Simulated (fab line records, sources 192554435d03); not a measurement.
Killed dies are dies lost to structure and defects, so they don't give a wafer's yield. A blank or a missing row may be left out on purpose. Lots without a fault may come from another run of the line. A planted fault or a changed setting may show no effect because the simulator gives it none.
fab line records | flow n5_finfet | part 2 of 2: steps 23 to 31 of 31
record lots=5 wafers=15 last_day=16
route steps=1938 shown BEOL_M7@1285
lots that met no fault: from a run of the same line without faults
start_h: hours from the record's first day to the start of the lot's first wafer shown | wait_h: hours since the lot's step before | " the same as in the row above | L1.1+2: a row that stands for several wafers | - no value, or no start given | * or withheld: withheld | < > ~ a bound
route shown NAME@n: a module of which the file shows steps, and the number in the route of the first | usual: mean/standard deviation of fault-free wafers | same: alike in all rows | chamber/n: place in a boat | sites: the reading at each site | _std_site: their standard deviation | _edge_site: outer sites' mean less inner sites' | radius_mm: how far each site lies from the wafer's centre | mask NAME#n: copy n | behind: the tool/chamber that last shaped the wafer | hold: why the lot was held/for how many hours/how that ended | device: the transistor (n, p or np) that didn't switch | end of line: the same wafers' tests at the end of the route | a step without rows: its recipe alone | killed: dies lost to structure and defects at the first sort, not the wafer's yield | map: a wafer's dies, x killed, . not, _ none there
set.NAME: the setting as run; set.NAME@STEP: as run at that earlier step | model.NAME: the simulator's own value behind a step, which no gauge read
lots at some steps of the route; a table a step, a row a wafer
services: from which hour (start_h, from the record's first day; less than 0 if before it) a tool's chamber was out of use, for how many hours, and why
## steps
# step N5_BEOL_M7_STRIP_36
# recipe chemistry=N2/H2 power_w=450 temp_c=40 pressure_mtorr=20 rf_frequency_hz=6e+07 overash_fraction=0.3 bias_power_w=7 h2_frac=0.5 n2_flow_sccm=200 h2_flow_sccm=200
# usual drypump_motor_current_A=5.5/0.37 oes_product_au=0.79/0.09 rf_vpp_V=59.2/1.6 showerhead_plenum_p_Torr=2.53/0.093 throttle_valve_pct=23.7/0.31
# columns lot.wafer tool chamber start_h wait_h drypump_motor_current_A oes_product_au rf_hours_counter_h rf_vpp_V showerhead_plenum_p_Torr throttle_valve_pct
L076.2 rie_diel-02 1 211.08 0.0 6.0 0.72 211 57.4 2.49 23.6
L076.4 " 0 " " 4.8 0.68 243 58.4 2.52 24.3
L076.6 " 2 " " 5.8 0.92 - 58.6 2.47 23.2
L078.2 rie_diel-04 3 213.56 0.0 5.4 0.71 207 64.6 2.63 23.6
L078.4 " 2 " " 5.7 0.72 175 56.5 2.41 23.3
L078.6 " 2 " " 5.7 0.71 - 59.9 2.41 23.3
L082.2 rie_diel-04 0 263.74 0.0 5.6 0.81 75 60.2 2.47 23.8
L082.3 " 1 " " 5.0 0.99 0 57.2 2.49 23.4
L082.6 " 1 " " 5.0 0.97 - 59.7 2.49 23.4
L087.3 rie_diel-02 1 286.76 0.0 6.0 0.70 235 58.1 2.48 23.7
L087.4 " 0 " " 4.7 0.97 10 62.6 2.51 23.9
L087.6 " 1 " " 6.0 0.70 - 59.4 2.48 23.7
L090.1 rie_diel-06 0 289.29 0.0 5.5 0.73 186 61.5 2.65 24.1
L090.3 " 3 " " 5.2 0.84 66 59.7 2.71 23.5
L090.4 " 2 " " 6.1 0.75 162 59.4 2.54 23.8
# step N5_BEOL_M7_TRENCH_ETCH_37
# recipe chemistry=C4F6/O2 target_depth_a=934.78 target=SiCOH_lowk time_s=31.2 ion_energy_ev=250 pressure_mtorr=30 source_w=345 bias_w=185 Ar_flow_sccm=300 C4F6_flow_sccm=10 O2_flow_sccm=10
# usual drypump_motor_current_A=5.5/0.37 mfc_ar_sccm=300.0/0.9 oes_o_777_au=0.80/0.093 oes_product_au=0.79/0.092 rf_vpp_V=676/19 showerhead_plenum_p_Torr=2.84/0.085 throttle_valve_pct=20.96/0.17
# columns lot.wafer tool chamber start_h wait_h drypump_motor_current_A mfc_ar_sccm oes_o_777_au oes_product_au rf_hours_counter_h rf_vpp_V showerhead_plenum_p_Torr throttle_valve_pct
L076.2 rie_diel-02 1 - - 6.0 299.6 0.69 0.71 211 713 2.81 20.99
L076.4 " 0 " " 4.7 301.1 0.68 0.68 243 679 2.85 21.45
L076.6 " 2 " " 5.8 300.9 0.99 0.92 - 654 2.81 20.67
L078.2 rie_diel-04 3 - - 5.4 299.5 0.78 0.71 207 654 2.94 21.01
L078.4 " 2 " " 5.7 300.2 0.74 0.72 175 656 2.72 20.86
L078.6 " 2 " " 5.7 299.7 0.74 0.72 - 654 2.72 20.85
L082.2 rie_diel-04 0 - - 5.7 301.1 0.82 0.82 75 688 2.79 20.94
L082.3 " 1 " " 5.0 300.5 0.93 0.97 0 701 2.79 20.73
L082.6 " 1 " " 5.0 300.4 0.94 0.98 - 699 2.79 20.72
L087.3 rie_diel-02 1 - - 6.0 301.4 0.67 0.70 235 714 2.80 21.03
L087.4 " 0 " " 4.7 299.6 0.92 0.97 10 682 2.84 21.08
L087.6 " 1 " " 6.0 300.3 0.67 0.69 - 712 2.80 21.03
L090.1 rie_diel-06 0 - - 5.6 299.6 0.71 0.72 186 655 2.96 21.10
L090.3 " 3 " " 5.2 300.5 0.79 0.82 66 702 3.00 20.72
L090.4 " 2 " " 6.1 300.4 0.73 0.75 162 676 2.80 20.75
# step N5_BEOL_M7_ETCH_41
# recipe chemistry=CH3F/O2 target=SiCN target_depth_a=319 taper_deg=2 time_s=57.8 ion_energy_ev=120 mask_material=TiN pressure_mtorr=30 source_w=395 bias_w=75 Ar_flow_sccm=150 CH3F_flow_sccm=30 O2_flow_sccm=20
# usual drypump_motor_current_A=5.5/0.37 mfc_ar_sccm=149.9/0.45 oes_product_au=0.79/0.091 rf_vpp_V=297.1/1.6 showerhead_plenum_p_Torr=1.99/0.062 throttle_valve_pct=16.36/0.18
# columns lot.wafer tool chamber start_h wait_h drypump_motor_current_A mfc_ar_sccm oes_product_au rf_hours_counter_h rf_vpp_V showerhead_plenum_p_Torr throttle_valve_pct
L076.2 rie_diel-02 1 - - 6.0 149.4 0.72 211 297.3 1.97 16.46
L076.4 " 0 " " 4.7 148.9 0.68 243 295.1 1.99 16.77
L076.6 " 2 " " 5.8 149.4 0.92 - 296.0 1.97 16.00
L078.2 rie_diel-04 3 - - 5.4 150.4 0.71 207 297.1 2.07 16.45
L078.4 " 2 " " 5.7 149.2 0.72 175 295.3 1.91 16.32
L078.6 " 2 " " 5.7 149.3 0.72 - 295.8 1.91 16.33
L082.2 rie_diel-04 0 - - 5.6 149.1 0.82 75 295.6 1.96 16.29
L082.3 " 1 " " 5.0 150.8 0.97 0 295.9 1.96 16.11
L082.6 " 1 " " 5.0 151.4 0.96 - 295.5 1.96 16.12
L087.3 rie_diel-02 1 - - 6.0 150.2 0.69 235 296.7 1.97 16.50
L087.4 " 0 " " 4.7 149.8 0.96 10 298.3 1.99 16.30
L087.6 " 1 " " 6.0 150.3 0.69 - 296.8 1.97 16.52
L090.1 rie_diel-06 0 - - 5.5 149.5 0.74 186 300.1 2.08 16.48
L090.3 " 3 " " 5.2 149.5 0.83 66 297.9 2.11 16.10
L090.4 " 2 " " 6.1 150.1 0.76 162 296.6 1.97 16.27
# step N5_BEOL_M7_STRIP_80
# recipe chemistry=N2/H2 time_s=10 power_w=450 temp_c=40 pressure_mtorr=20 rf_frequency_hz=6e+07 bias_power_w=7 n2_flow_sccm=200 h2_flow_sccm=200
# usual drypump_motor_current_A=5.5/0.37 oes_product_au=0.79/0.09 rf_vpp_V=59.3/0.91 showerhead_plenum_p_Torr=2.53/0.093 throttle_valve_pct=23.7/0.31
# columns lot.wafer tool chamber start_h wait_h drypump_motor_current_A oes_product_au rf_hours_counter_h rf_vpp_V showerhead_plenum_p_Torr throttle_valve_pct
L076.2 rie_diel-02 1 - - 6.0 0.72 211 59.0 2.49 23.6
L076.4 " 0 " " 4.7 0.68 243 59.5 2.52 24.3
L076.6 " 2 " " 5.8 0.93 - 58.7 2.47 23.3
L078.2 rie_diel-04 3 - - 5.4 0.70 207 59.8 2.63 23.6
L078.4 " 2 " " 5.7 0.71 175 59.1 2.41 23.3
L078.6 " 2 " " 5.7 0.71 - 59.0 2.41 23.3
L082.2 rie_diel-04 0 - - 5.6 0.81 75 58.5 2.47 23.8
L082.3 " 1 " " 5.0 0.99 0 59.8 2.49 23.4
L082.6 " 1 " " 5.0 0.98 - 59.1 2.49 23.4
L087.3 rie_diel-02 1 - - 6.0 0.70 235 59.0 2.48 23.7
L087.4 " 0 " " 4.8 0.96 10 59.1 2.51 23.9
L087.6 " 1 " " 6.0 0.70 - 57.8 2.48 23.7
L090.1 rie_diel-06 0 - - 5.6 0.73 186 59.2 2.65 24.1
L090.3 " 3 " " 5.2 0.84 66 59.0 2.70 23.6
L090.4 " 2 " " 6.1 0.75 162 58.9 2.54 23.8
# step N5_BEOL_M7_OCD_MEAS_38
# usual trench_depth_nm=93.2/2.4
# columns lot.wafer tool chamber start_h wait_h trench_depth_nm
L076.2 ocd-02 - 211.28 - 93.9
L076.4 " - " " 91.6
L076.6 " - " " 95.5
L078.2 ocd-02 - 213.76 - 91.3
L078.4 " - " " 92.4
L078.6 " - " " 91.1
L082.2 ocd-02 - 263.94 - 90.9
L082.3 " - " " 92.1
L082.6 " - " " 92.0
L087.3 ocd-02 - 286.96 - 94.7
L087.4 " - " " 97.5
L087.6 " - " " 94.9
L090.1 ocd-02 - 289.48 - 94.2
L090.3 " - " " 91.9
L090.4 " - " " 94.9
# step N5_BEOL_M7_HM_STRIP_39
# recipe chemistry=peroxide_tin_strip material=TiN target_depth_a=250 temp_c=50 time_s=158
# columns lot.wafer tool chamber start_h wait_h
L076.2+4+6 wet_bench-03 3,1,5 211.31 0.0
L078.2+4+6 wet_bench-04 6,5,7 213.79 0.0
L082.2+3+6 wet_bench-03 6,2,1 263.97 0.0
L087.3+4+6 wet_bench-02 4,1,0 286.99 0.0
L090.1+3+4 wet_bench-02 7,2,1 289.52 0.0
# step N5_BEOL_M7_SRD_40
# recipe time_s=30 temp_c=23 rinse_liquid=diw dry=ipa_marangoni
# columns lot.wafer tool chamber start_h wait_h
L076.2+4+6 wet_bench-03 3,1,5 211.36 0.0
L078.2+4+6 wet_bench-04 6,5,7 213.84 0.0
L082.2+3+6 wet_bench-03 6,2,1 264.02 0.0
L087.3+4+6 wet_bench-02 4,1,0 287.04 0.0
L090.1+3+4 wet_bench-02 7,2,1 289.56 0.0
# step N5_BEOL_M7_PRECLEAN_42
# recipe chemistry=residue_remover time_s=60 temp_c=40
# columns lot.wafer tool chamber start_h wait_h
L076.2+4+6 wet_bench-03 3,1,5 211.37 0.0
L078.2+4+6 wet_bench-04 6,5,7 213.86 0.0
L082.2+3+6 wet_bench-03 6,2,1 264.04 0.0
L087.3+4+6 wet_bench-02 4,1,0 287.05 0.0
L090.1+3+4 wet_bench-02 7,2,1 289.58 0.0
# step N5_BEOL_M7_SRD_43
# recipe time_s=30 temp_c=23 rinse_liquid=diw dry=ipa_marangoni
# columns lot.wafer tool chamber start_h wait_h
L076.2+4+6 wet_bench-03 3,1,5 211.39 0.0
L078.2+4+6 wet_bench-04 6,5,7 213.87 0.0
L082.2+3+6 wet_bench-03 6,2,1 264.05 0.0
L087.3+4+6 wet_bench-02 4,1,0 287.07 0.0
L090.1+3+4 wet_bench-02 7,2,1 289.60 0.0
## services
# columns tool chamber start_h hours kind
euv_scanner-02 - 197.00 5.8 pm
euv_scanner-01 - 220.16 1.0 pm
rie_diel-04 0 222.79 11.3 repair
rie_diel-04 2 228.08 2.4 repair
rie_diel-02 0 234.65 - clean
rie_diel-02 0 234.65 - consumable_replace:focus_ring
rie_diel-02 0 234.65 19.3 scheduled_down
rie_diel-02 0 234.65 19.3 vent_cycle
euv_scanner-02 - 235.55 1.0 pm
euv_scanner-02 0 241.10 - calibration
rie_diel-04 1 249.86 - clean
rie_diel-04 1 249.86 - consumable_replace:focus_ring
rie_diel-04 1 249.86 12.2 scheduled_down
rie_diel-04 1 249.86 12.2 vent_cycle
euv_scanner-02 - 264.21 4.6 pm
euv_scanner-01 - 276.31 1.0 pm
wet_bench-04 - 287.69 4.4 pm
